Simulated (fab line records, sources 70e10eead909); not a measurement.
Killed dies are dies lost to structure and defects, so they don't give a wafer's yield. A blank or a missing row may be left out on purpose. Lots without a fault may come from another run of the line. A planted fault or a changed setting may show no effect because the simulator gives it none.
Chamber matching | flow nand_harc | NHARC_A_SGD_CUT_DEP_00 on pecvd-03: 3 sister chambers
The step deposits SiNx, target thk 50 nm. 16 wafers are shown with their chamber, then 8 later ones without.

WAFERS WITH THEIR CHAMBER
wafer  | chamber | heater_power_w (W) | heater_power_outer_w (W)
L887.2 | 2       | 576                | 319
L887.4 | 1       | 584                | 396
L887.5 | 0       | 784                | 455
L886.3 | 0       | 755                | 434
L886.5 | 2       | 620                | 370
L886.6 | 1       | 623                | 401
L891.1 | 1       | 699                | 453
L891.2 | 2       | 581                | 328
L891.6 | 1       | 692                | 446
L895.1 | 1       | 681                | 439
L895.5 | 1       | 676                | 450
L895.6 | 2       | 595                | 361
L898.3 | 1       | 640                | 432
L898.4 | 0       | 769                | 459
L898.5 | 2       | 644                | 375
L905.1 | 0       | 736                | 427

SIGNATURES (means of the wafers above)
reading              | chamber 0 | chamber 1 | chamber 2 | scatter within a chamber
heater_power_w       | 761.00    | 656.43    | 603.20    | 34.2
heater_power_outer_w | 443.75    | 431.00    | 350.60    | 22.5
Rule: a wafer's distance from a chamber is the root of the sum, over the readings, of the square of ((its reading less the chamber's mean) divided by the reading's scatter). The wafer belongs to the nearest chamber; if the next one is less than 2 further off, it can't be placed. The scatter: the root of (the sum of the squares of (reading less its chamber's mean) over the shown wafers, divided by (wafers less chambers)).

WAFERS WITHOUT THEIR CHAMBER
wafer  | heater_power_w (W) | heater_power_outer_w (W)
L905.2 | 549                | 350
L905.3 | 553                | 314
L907.1 | 682                | 440
L907.3 | 655                | 375
L907.5 | 640                | 389
L908.1 | 607                | 331
L908.5 | 607                | 340
L908.6 | 704                | 407

WHICH CHAMBER EACH WENT THROUGH
wafer  | from the rows above     | in truth
L905.2 | 2                       | 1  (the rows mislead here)
L905.3 | 2                       | 2
L907.1 | can't be placed: 1 or 0 | 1
L907.3 | can't be placed: 2 or 1 | 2
L907.5 | can't be placed: 1 or 2 | 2
L908.1 | 2                       | 2
L908.5 | 2                       | 2
L908.6 | can't be placed: 1 or 0 | 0
Placed correctly: 3 of 8. Can't be placed from these rows: 4 (the true chamber is among the candidates in 4). Placed wrongly: 1.
